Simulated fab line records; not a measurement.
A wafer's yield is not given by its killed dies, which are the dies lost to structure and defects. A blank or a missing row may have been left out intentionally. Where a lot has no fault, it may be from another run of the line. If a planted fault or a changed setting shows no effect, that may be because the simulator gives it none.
fab line records    flow n5_finfet
[record] lots = 7  wafers = 21
route steps=1938 shown MIM_BOT@1833
start_h: start of the lot's first displayed wafer, in hours after the record's first day    wait_h: time in hours since the lot's previous step    " identical to the entry in the row above    L1.1+2: a single row standing in for several wafers    - no value, or no start given    * or withheld: withheld    < > ~ a bound
route shown NAME@n: a module of which the file shows steps, and the number in the route of the first    usual: mean and standard deviation over wafers with no fault    same: alike in all rows    chamber/n: place in a boat    sites: the reading at each site    _std_site: standard deviation across them    _edge_site: inner sites' mean taken away from outer sites' mean    radius_mm: for every site, how far away it sits from the centre of the wafer    mask NAME#n: copy n    behind: the tool/chamber that last shaped the wafer    hold: reason for holding the lot/hours on hold/outcome of the hold    device: the transistor (n, p or np) that didn't switch    end of line: tests of these same wafers at the route's end    a step without rows: its recipe alone    killed: dies that structure and defects cost at the first sort, which is not the same as the wafer's yield    map: a wafer's dies, marking killed ones x, the rest . and places with no die _
set.NAME: the setting the step ran with; set.NAME@STEP: the setting that earlier step ran with    model.NAME: the simulator's own value behind a step, which no gauge read
lots where settings were altered on purpose, with a table for each step and a row for each wafer
[[steps]]
[step N5_MIM_BOT_SPUTTER_00]
[recipe] material = TiN  target_thk_a = 350  temp_c = 200  power_w = 3000  chamber_pressure_pa = 0.49996  gas = Ar  reactive_partial_pa = 0.37997  time_s = 89.7
lot.wafer  tool            chamber  start_h  wait_h  set.power_w  model.TiN_of_MIM_BOT_SPUTTER_00.thk_nm
L077.2+4   pvd_sputter-02  -        278.82   0.0     3000         35.4
L077.6     "               -        "        "       3000         35.8
L081.1     pvd_sputter-03  -        319.77   0.0     3000         35.2
L081.2     "               -        "        "       3000         35.8
L081.3     "               -        "        "       3000         35.4
L087.1     pvd_sputter-01  -        358.51   0.0     3000         34.8
L087.3     "               -        "        "       2754         32.2
L087.6     "               -        "        "       3000         35
L089.2     pvd_sputter-01  -        358.63   0.0     2841         33.2
L089.3     "               -        "        "       3000         35
L089.4     "               -        "        "       3000         35.2
L088.3     pvd_sputter-02  -        362.18   0.0     3000         35.2
L088.4     "               -        "        "       3000         35
L088.5     "               -        "        "       3000         35.4
L094.2     pvd_sputter-02  -        418.87   0.0     3215         37.2
L094.5     "               -        "        "       3000         34.6
L094.6     "               -        "        "       3215         37
L097.1     pvd_sputter-03  -        434.05   0.0     3327         39
L097.2     "               -        "        "       3000         34.8
L097.3     "               -        "        "       3000         35
[[key]]
[split] step = N5_MIM_BOT_SPUTTER_00  setting = power_w  stated = 3000  by = wafer
[response] step = N5_MIM_BOT_SPUTTER_00  reading = model.TiN_of_MIM_BOT_SPUTTER_00.thk_nm  change = +0.357  per = 1%  r = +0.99
